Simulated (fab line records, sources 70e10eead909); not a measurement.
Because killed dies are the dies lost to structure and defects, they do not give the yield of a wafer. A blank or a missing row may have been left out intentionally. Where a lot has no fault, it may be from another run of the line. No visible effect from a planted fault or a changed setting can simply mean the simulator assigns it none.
Struck lot and sound lot, side by side :: flow nandHarc :: 13 steps out of a route of 1159
Sound: wafers L148.1, L148.5, L148.6. Wafers L154.2, L154.5, L154.6 were the ones struck. The cause comes at the end.
Each step with rows lists, per side, the tool, then ch with its chambers, then its first start. Under that, the readings that differ: sound wafers :: struck wafers :: difference of the means :: sigmas: that difference in standard deviations of wafers without a fault.
alike: a reading whose means differ by less than 2 such deviations, as well as words and numbers matching on both sides. not compared: withheld readings; readings where some wafer has no value; bounds like >300 that might hide an equal value; numbers whose values overlap and for which the record gives no deviation.
Wherever a step has rows on one side only, a row that says differs or no value, or a row with sigmas, the two part there. Numbers that don't overlap but have no deviation are shown without sigmas and don't part them. A reading missing from all wafers of one side parts the sides only when that side holds two or more wafers.

NHARC_P_CONTACT_DEP_30: deposits SiNx, target thk 30 nm.
  sound on pecvd-01 ch 1,2, day 5 16:28; struck on pecvd-04 ch 0,1, day 6 23:25
  alike: heaterPowerW
NHARC_P_CONTACT_DEP_00: deposits SiO2, target thk 500 nm.
  sound: pecvd-01 ch 1,2; struck: pecvd-04 ch 0,1
  alike: heaterPowerW, throttleValvePct
NHARC_P_CONTACT_CMP_01: polishes SiO2, target thk 200 nm.
  sound on cmp-03 ch 2,3, day 5 17:12; struck on cmp-03 ch 0,1, day 7 00:09
  alike: motorCurrentA
then, 8 steps without rows for these wafers: NHARC_P_CONTACT_SRD_03; NHARC_P_CONTACT_DEHYDRATE_04 (time 120 s); NHARC_P_CONTACT_HMDS_05 (time 30 s); NHARC_P_CONTACT_COAT_33 (time 75 s); NHARC_P_CONTACT_COAT_34 (time 65 s); NHARC_P_CONTACT_COAT_06 (resist thk 90 nm); NHARC_P_CONTACT_SOFTBAKE_07 (time 55 s); NHARC_P_CONTACT_EBR_08.
NHARC_P_CONTACT_EXPOSE_09: exposes mask P CA, target cd 90 nm.
  sound on arfiScanner-03 ch 0, day 5 17:52; struck on arfiScanner-03, day 7 00:49
  no value came back on the struck wafers for exposureDoseMJCm2, focusOffsetNm (nm), na; on the sound wafers exposureDoseMJCm2 reads 81.19 81.21 81.14
  alike: mask
then, 1 step without rows for these wafers: NHARC_P_CONTACT_PEB_10 (peb time 65 s).

== WHERE THEY PART ==
Within this record, at NHARC_P_CONTACT_EXPOSE_09 only.

WHY: what had been put in by the simulator
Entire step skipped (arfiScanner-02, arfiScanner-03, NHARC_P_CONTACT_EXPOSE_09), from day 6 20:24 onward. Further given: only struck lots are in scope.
